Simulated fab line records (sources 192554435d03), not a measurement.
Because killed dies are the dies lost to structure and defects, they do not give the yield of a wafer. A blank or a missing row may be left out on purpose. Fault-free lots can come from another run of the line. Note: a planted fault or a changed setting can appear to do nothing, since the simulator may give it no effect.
fab line records	flow n5-finfet
[record] lots = 11	wafers = 33	last-day = 18
route steps=1938 shown BEOL_M5@1180 BEOL_M6@1194 PASSIVATION@1936
lots that met no fault: from a run of the same line without faults
start-h: hours from the record's opening day to when the first of the lot's shown wafers began	wait-h: hours since the lot's step before	" same as the row above	L1.1+2: a row that stands for several wafers	- no value, or no start given	* or withheld: withheld	< > ~ a bound
route shown NAME@n: names a module that has steps shown in the file, with the first one's number in the route	usual: average and standard deviation across the fault-free wafers	same: alike in all rows	chamber/n: place in a boat	sites: the reading at each site	_std_site: the values' standard deviation	_edge_site: inner sites' mean taken away from outer sites' mean	radius-mm: how far each site lies from the wafer's centre	mask NAME#n: copy n	behind: the tool/chamber that last shaped the wafer	hold: why the lot went on hold/how many hours it stayed there/how the hold came to an end	device: whichever transistor did not switch (one of n, p or np)	end of line: tests run on the same wafers once the route is complete	a step with no rows: only its recipe	killed: dies that structure and defects cost at the first sort, which is not the same as the wafer's yield	map: a wafer's dies, marking killed ones x, the rest . and places with no die _
set.NAME: the setting the step ran with; set.NAME@STEP: the setting that earlier step ran with	model.NAME: the simulator's own value behind a step, which no gauge read
route steps across a sampled set of lots; one table per step, one row per wafer
services: from which hour (start-h, from the record's first day; less than 0 if before it) a tool's chamber was out of use, for how many hours, and why
[[steps]]
[step N5_BEOL_M5_ANNEAL_84]
[recipe] temp-c = 400	time-s = 1800	ambient = vacuum
[usual] heater-power-w = 844/89
lot.wafer	tool	chamber	start-h	wait-h	heater-power-w
L517.2	pvd-sputter-01	-	191.20	0.0	724
L517.4	"	-	"	"	860
L517.6	"	-	"	"	733
L522.3	pvd-sputter-03	-	221.39	0.0	960
L522.4	"	-	"	"	989
L522.6	"	-	"	"	721
L520.1	pvd-sputter-01	-	221.56	0.0	870
L520.2	"	-	"	"	805
L520.5	"	-	"	"	818
L523.1	pvd-sputter-02	-	224.83	0.0	918
L523.5	"	-	"	"	904
L523.6	"	-	"	"	760
L530.1	pvd-sputter-01	-	260.77	0.0	717
L530.2	"	-	"	"	803
L530.3	"	-	"	"	854
L529.1	pvd-sputter-03	-	267.67	0.0	758
L529.3	"	-	"	"	855
L529.5	"	-	"	"	1005
L532.2	pvd-sputter-03	-	287.79	0.0	835
L532.3	"	-	"	"	984
L532.5	"	-	"	"	965
L535.2	pvd-sputter-03	-	293.62	0.0	847
L535.3	"	-	"	"	968
L535.4	"	-	"	"	1003
L538.2	pvd-sputter-03	-	312.36	0.0	971
L538.3	"	-	"	"	753
L538.5	"	-	"	"	840
L536.1	pvd-sputter-02	-	316.31	0.0	830
L536.3	"	-	"	"	766
L536.5	"	-	"	"	918
L537.1	pvd-sputter-02	-	320.74	0.0	832
L537.3	"	-	"	"	757
L537.5	"	-	"	"	768
[step N5_BEOL_M5_ANNEAL_51]
[recipe] temp-c = 225	time-s = 90	ambient = N2
[usual] anneal-temp-c-max = 226.6/0.39	wafer_temp_C_max = 225.86/0.27
lot.wafer	tool	chamber	start-h	wait-h	anneal-temp-c-max	wafer_temp_C_max
L517.2	rtp-anneal-01	0	193.54	0.1	226.2	225.47
L517.4	"	0	"	"	226.2	225.46
L517.6	"	0	"	"	226.3	225.53
L522.3	rtp-anneal-02	0	223.78	0.1	226.4	225.88
L522.4	"	0	"	"	226.6	226.02
L522.6	"	0	"	"	226.3	225.74
L520.1	rtp-anneal-02	0	224.26	0.5	227.2	225.95
L520.2	"	0	"	"	226.9	226.43
L520.5	"	0	"	"	226.8	226.28
L523.1	rtp-anneal-02	0	227.12	0.1	226.4	226.14
L523.5	"	0	"	"	226.4	225.91
L523.6	"	0	"	"	226.4	225.85
L530.1	rtp-anneal-01	0	263.07	0.1	226.7	225.46
L530.2	"	0	"	"	226.1	225.58
L530.3	"	0	"	"	226.4	225.69
L529.1	rtp-anneal-01	0	269.97	0.1	226.2	225.34
L529.3	"	0	"	"	226.5	225.74
L529.5	"	0	"	"	226.5	225.53
L532.2	rtp-anneal-02	0	291.22	0.1	227.2	225.77
L532.3	"	0	"	"	226.9	226.22
L532.5	"	0	"	"	226.7	225.99
L535.2	rtp-anneal-02	0	295.97	0.1	226.9	225.67
L535.3	"	0	"	"	226.5	225.61
L535.4	"	0	"	"	226.5	225.66
L538.2	rtp-anneal-01	0	315.15	0.6	226.0	225.72
L538.3	"	0	"	"	226.2	225.81
L538.5	"	0	"	"	226.6	225.85
L536.1	rtp-anneal-02	0	318.62	0.1	226.9	226.07
L536.3	"	0	"	"	226.9	226.13
L536.5	"	0	"	"	226.8	226.21
L537.1	rtp-anneal-02	0	323.04	0.1	226.6	225.62
L537.3	"	0	"	"	226.7	225.70
L537.5	"	0	"	"	226.4	225.78
[step N5_BEOL_M5_DEP_56]
[recipe] material = SiCN	target-thk-a = 80	temp-c = withheld	precursor = 3MS/NH3	pressure-torr = 3	rf-w = 202	time-s = 14
[usual] chamber-pressure-Torr = 3.000/0.0061	showerhead-plenum-p-Torr = 3.669/0.015	showerhead-vpp-V = 886/51	throttle-valve-pct = 9.0/0.66
lot.wafer	tool	chamber	start-h	wait-h	chamber-pressure-Torr	showerhead-plenum-p-Torr	showerhead-vpp-V	throttle-valve-pct
L517.2	pecvd-01	0	194.28	0.0	3.001	3.671	880	9.6
L517.4	"	2	"	"	3.001	3.651	870	9.1
L517.6	"	0	"	"	2.999	3.665	866	9.6
L522.3	pecvd-04	2	224.47	0.0	3.004	3.646	858	8.2
L522.4	"	0	"	"	3.004	3.671	910	9.1
L522.6	"	1	"	"	3.001	3.664	823	9.4
L520.1	pecvd-01	0	225.05	0.0	3.006	3.671	856	9.3
L520.2	"	1	"	"	3.002	3.661	912	9.8
L520.5	"	0	"	"	3.000	3.660	843	9.3
L523.1	pecvd-03	1	227.93	0.0	3.000	3.680	970	8.0
L523.5	"	0	"	"	3.001	3.696	858	10.0
L523.6	"	1	"	"	2.986	3.684	984	8.1
L530.1	pecvd-03	1	263.85	0.0	3.002	3.682	992	8.1
L530.2	"	2	"	"	3.003	3.651	862	8.2
L530.3	"	0	"	"	3.014	3.684	859	9.9
L529.1	pecvd-04	0	270.75	0.0	3.003	3.675	908	8.9
L529.3	"	2	"	"	2.991	3.651	873	8.4
L529.5	"	2	"	"	2.991	3.655	859	8.4
L532.2	pecvd-04	2	292.02	0.0	3.002	3.653	863	8.4
L532.3	"	0	"	"	2.996	3.684	893	8.7
L532.5	"	0	"	"	2.998	3.675	911	9.1
L535.2	pecvd-03	2	296.71	0.0	3.000	3.650	858	8.1
L535.3	"	1	"	"	3.001	3.688	1012	8.0
L535.4	"	2	"	"	3.010	3.644	848	8.2
L538.2	pecvd-01	1	315.89	0.0	3.004	3.676	901	9.5
L538.3	"	0	"	"	3.003	3.668	870	9.6
L538.5	"	2	"	"	2.985	3.659	856	9.3
L536.1	pecvd-01	1	319.41	0.0	3.000	3.673	899	9.6
L536.3	"	2	"	"	3.005	3.647	864	9.0
L536.5	"	0	"	"	2.994	3.669	851	9.3
L537.1	pecvd-04	0	323.84	0.0	3.003	3.672	897	9.1
L537.3	"	2	"	"	2.996	3.650	873	8.5
L537.5	"	0	"	"	3.004	3.665	899	9.0
[step N5_BEOL_M6_ILD_DEP_00]
[recipe] material = SiCOH_lowk	target-thk-a = 1797.5	temp-c = 300	precursor = DEMS/porogen	pressure-torr = 5	rf-w = 500	time-s = 33.4
[usual] chamber-pressure-Torr = 4.999/0.01	heater-power-w = 313/64	showerhead-plenum-p-Torr = 5.739/0.019	showerhead-vpp-V = 1409/66	throttle-valve-pct = 13.9/0.95
lot.wafer	tool	chamber	start-h	wait-h	chamber-pressure-Torr	heater-power-w	showerhead-plenum-p-Torr	showerhead-vpp-V	throttle-valve-pct
L517.2	pecvd-02	0	194.41	0.0	5.003	326	5.758	1432	15.0
L517.4	"	0	"	"	5.006	321	5.761	1441	15.1
L517.6	"	1	"	"	4.975	252	5.712	1460	13.8
L522.3	pecvd-01	0	224.60	0.0	5.012	295	5.728	1357	14.2
L522.4	"	1	"	"	5.008	437	5.728	1398	14.8
L522.6	"	2	"	"	4.998	295	5.709	1369	14.1
L520.1	pecvd-01	1	225.18	0.0	4.983	369	5.772	1405	14.4
L520.2	"	2	"	"	5.004	297	5.724	1349	13.9
L520.5	"	2	"	"	4.995	303	5.723	1347	14.1
L523.1	pecvd-01	2	228.08	0.0	4.989	327	5.725	1372	14.0
L523.5	"	2	"	"	5.000	320	5.734	1370	14.5
L523.6	"	0	"	"	5.008	317	5.743	1352	14.2
L530.1	pecvd-01	1	263.98	0.0	5.000	373	5.742	1401	14.7
L530.2	"	0	"	"	5.011	318	5.749	1359	14.1
L530.3	"	2	"	"	5.010	297	5.727	1347	14.0
L529.1	pecvd-01	1	270.88	0.0	4.999	361	5.745	1416	14.1
L529.3	"	0	"	"	4.980	267	5.741	1375	14.4
L529.5	"	0	"	"	4.985	283	5.728	1374	14.4
L532.2	pecvd-02	1	292.15	0.0	5.019	285	5.716	1441	13.6
L532.3	"	2	"	"	4.999	249	5.722	1375	12.9
L532.5	"	2	"	"	5.004	254	5.715	1356	13.2
L535.2	pecvd-02	2	296.84	0.0	5.011	246	5.727	1346	13.2
L535.3	"	1	"	"	5.000	268	5.709	1458	13.6
L535.4	"	2	"	"	4.998	252	5.740	1370	13.2
L538.2	pecvd-03	0	316.02	0.0	4.998	315	5.757	1371	15.2
L538.3	"	2	"	"	4.996	346	5.724	1345	12.5
L538.5	"	1	"	"	4.995	440	5.744	1577	12.3
L536.1	pecvd-02	1	319.54	0.0	4.988	255	5.728	1460	13.5
L536.3	"	0	"	"	5.010	278	5.747	1450	15.0
L536.5	"	0	"	"	4.994	288	5.762	1441	15.2
L537.1	pecvd-02	2	323.97	0.0	4.988	264	5.716	1362	13.3
L537.3	"	1	"	"	5.006	283	5.730	1453	13.3
L537.5	"	1	"	"	4.998	288	5.720	1454	13.6
[step N5_BEOL_M6_THK_MEAS_01]
[recipe] reads = SiCOH_lowk_of_BEOL_M6_ILD_DEP_00
[usual] M6_ILD_THK = 155.1/1.9
lot.wafer	tool	chamber	start-h	wait-h	M6_ILD_THK[nm]
L517.2	film-metro-02	-	194.99	0.4	152.2
L517.4	"	-	"	"	154.1
L517.6	"	-	"	"	155.8
L522.3	film-metro-01	-	225.23	0.3	155.2
L522.4	"	-	"	"	156.6
L522.6	"	-	"	"	157.9
L520.1	film-metro-01	-	225.75	0.4	154.1
L520.2	"	-	"	"	154.3
L520.5	"	-	"	"	155.3
L523.1	film-metro-01	-	228.66	0.4	151.2
L523.5	"	-	"	"	154.5
L523.6	"	-	"	"	154.8
L530.1	film-metro-02	-	264.83	0.4	155.3
L530.2	"	-	"	"	155.7
L530.3	"	-	"	"	200.4
L529.1	film-metro-01	-	271.46	0.4	153.9
L529.3	"	-	"	"	199.4
L529.5	"	-	"	"	203.1
L532.2	film-metro-01	-	293.20	0.7	154.6
L532.3	"	-	"	"	154.2
L532.5	"	-	"	"	156.0
L535.2	film-metro-02	-	297.56	0.4	153.8
L535.3	"	-	"	"	153.7
L535.4	"	-	"	"	156.4
L538.2	film-metro-01	-	316.60	0.4	156.7
L538.3	"	-	"	"	153.4
L538.5	"	-	"	"	156.4
L536.1	film-metro-01	-	320.12	0.4	154.2
L536.3	"	-	"	"	152.1
L536.5	"	-	"	"	156.0
L537.1	film-metro-01	-	324.59	0.4	153.0
L537.3	"	-	"	"	152.6
L537.5	"	-	"	"	157.9
[step N5_PASSIVATION_PROBE_49]
[usual] defect-limited-yield = 91.2/1.4	killed_at_M0_to_M3 = 35/11	killed_at_M4_up = 12/4.2	killed-at-contacts = 13/5.6	killed-at-front-end = 40/12	killed-at-other = 3.3/2.6	killed-dies = 103/17	killed-on-rim = 14/4.5	killed-open = 68/12	killed-short = 34/7.6	sort_bin_5_function = 5.1/0.95	sort_bin_6_memory = 3.3/0.68	sort-n-pass = 1077/17	sort-yield-pct = 91.2/1.4
[same] gross-dies = 1180	killed-at-back-side = 0	sort_bin_4_leakage[%] = 0	sort_bin_8_speed[%] = 0
lot.wafer	tool	chamber	start-h	wait-h	defect-limited-yield[%]	killed_at_M0_to_M3	killed_at_M4_up	killed-at-contacts	killed-at-front-end	killed-at-other	killed-dies	killed-on-rim	killed-open	killed-short	sort_bin_5_function[%]	sort_bin_6_memory[%]	sort-n-pass	sort-yield-pct[%]
L532.2	prober-01	-	374.96	0.1	88.6	37	8	19	68	3	135	16	91	44	6.9	4.1	1045	88.6
L532.3	prober-01	-	375.01	0.1	88.1	50	14	5	68	4	141	16	98	42	6.4	5.3	1039	88.1
L532.5	prober-01	-	375.11	0.2	87.9	67	12	15	46	3	143	19	86	54	7.5	4.0	1037	87.9
// killed by level:class
L532.2 STI_FIN_REVEAL:geometric-particle:open=22 FIN_SAQP:geometric-particle:short=15 MOL_CONTACT_COAG:geometric-particle:open=15 BEOL_M0_SAQP:geometric-particle:short=9 BEOL_M2:geometric-particle:open=9 BEOL_M0_SAQP:geometric-particle:open=8 ILD0:geometric-particle:short=5 ILD0:geometric-particle:open=5
L532.3 STI_FIN_REVEAL:geometric-particle:open=26 BEOL_M2:geometric-particle:open=15 BEOL_M0_SAQP:geometric-particle:open=10 STI_FIN_REVEAL:geometric-particle:short=9 FIN_SAQP:geometric-particle:short=8 BEOL_M0_SAQP:geometric-particle:short=7 BEOL_M4:geometric-particle:open=7 FIN_SAQP:geometric-particle:open=6
L532.5 BEOL_M2:geometric-particle:open=25 BEOL_M0_SAQP:geometric-particle:short=15 MOL_CONTACT_COAG:geometric-particle:open=12 FIN_SAQP:geometric-particle:short=11 STI_FIN_REVEAL:geometric-particle:open=11 BEOL_M1:geometric-particle:open=7 GATE_CUT:geometric-particle:short=6 BEOL_M0_SAQP:geometric-particle:open=5
[[services]]
tool	chamber	start-h	hours	kind
pecvd-02	0	186.26	5.5	scheduled-down
pecvd-02	1	199.61	2.1	scheduled-down
pecvd-03	2	202.38	-	clean
pecvd-03	2	202.38	-	consumable-replace:showerhead
pecvd-03	2	202.38	29.0	scheduled-down
pecvd-03	2	202.38	29.0	vent-cycle
pecvd-02	0	210.02	2.1	scheduled-down
pecvd-04	-	221.49	0.8	repair
pecvd-04	-	225.70	4.3	pm
pvd-sputter-01	-	281.97	1.4	repair
[[key]]
[first-sign] step = N5_BEOL_M6_THK_MEAS_01	reading = M6_ILD_THK	direction = up	sigmas = 25	usual = 155.1	struck = 201.0
effect none on later readings
met-at N5_BEOL_M6_ILD_DEP_00
struck-lots L529,L530
struck-wafers L529.3,L529.5,L530.3
not-acting-at N5_BEOL_M5_ANNEAL_84,N5_BEOL_M5_ANNEAL_51,N5_BEOL_M5_DEP_56
onset-between 228.08 263.98
[fault] kind = process-parameter-drift	tool = pecvd-01	chamber = -	onset-h = 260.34	steps = N5_BEOL_M6_ILD_DEP_00	channel = time-s	offset = *	shape = step	end-h = 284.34	scope = struck-wafers-only	acts-in = *	stated = *
